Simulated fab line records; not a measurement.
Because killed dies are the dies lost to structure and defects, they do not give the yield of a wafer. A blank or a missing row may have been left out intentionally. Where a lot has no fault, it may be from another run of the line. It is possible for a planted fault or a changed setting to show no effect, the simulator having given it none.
Chamber matching ; flow n5-finfet ; N5_BEOL_M13_DEP_53 on pecvd-02: 3 sister chambers
The step deposits SiCN from 3MS/NH3, target thk 50 nm, time 17.8 s. 22 wafers are shown with their chamber, then 11 later ones without.

== WAFERS, EACH WITH ITS CHAMBER ==
wafer;chamber;throttle-valve-pct (%);showerhead-plenum-p-Torr (Torr)
L074.2;1;18.9;4.15
L074.3;2;16.6;4.16
L074.4;2;16.3;4.16
L078.1;0;19.2;4.15
L078.5;2;16.3;4.16
L078.6;0;19.1;4.18
L077.3;2;16.5;4.18
L077.4;2;16.6;4.17
L077.6;1;19.1;4.15
L080.4;2;16.6;4.18
L080.5;1;19.2;4.16
L080.6;0;19.1;4.15
L081.1;1;19.1;4.16
L081.2;0;19.2;4.17
L081.5;2;16.5;4.17
L082.1;2;16.4;4.15
L082.3;0;19.2;4.17
L082.5;1;19.2;4.15
L084.3;1;18.8;4.16
L084.4;0;19.1;4.16
L084.5;2;16.6;4.17
L086.2;0;18.9;4.16

SIGNATURES (means of the wafers above)
reading;chamber 0;chamber 1;chamber 2;scatter within a chamber
throttle-valve-pct;19.114;19.050;16.489;0.132
showerhead-plenum-p-Torr;4.1629;4.1550;4.1667;0.00944
Rule: a wafer's distance from a chamber is the root of the sum, over the readings, of the square of ((its reading less the chamber's mean) divided by the reading's scatter). The wafer belongs to the nearest chamber; if the next one is less than 2 further off, it can't be placed. How the scatter is found: for the shown wafers, subtract from each reading the mean of its chamber, square and add these, divide the total by (wafers less chambers), then take the root.

== WAFERS WITH NO CHAMBER GIVEN ==
wafer;throttle-valve-pct (%);showerhead-plenum-p-Torr (Torr)
L086.5;19.0;4.16
L086.6;19.0;4.15
L095.1;19.1;4.15
L095.4;18.9;4.15
L095.5;19.4;4.16
L094.1;19.1;4.16
L094.2;18.8;4.16
L094.4;16.8;4.16
L096.1;19.2;4.14
L096.2;19.1;4.16
L096.3;16.8;4.16

== CHAMBER TAKEN BY EACH ==
wafer;from the rows above;in truth
L086.5;can't be placed: 1 or 0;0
L086.6;can't be placed: 1 or 0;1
L095.1;can't be placed: 1 or 0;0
L095.4;can't be placed: 1 or 0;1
L095.5;can't be placed: 0 or 1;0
L094.1;can't be placed: 0 or 1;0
L094.2;can't be placed: 1 or 0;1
L094.4;2;2
L096.1;can't be placed: 1 or 0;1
L096.2;can't be placed: 0 or 1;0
L096.3;2;2
Correctly placed: 2 of 11. Unplaceable from these rows: 9, with the true chamber sitting among the candidates in 9. Wrongly placed: 0.
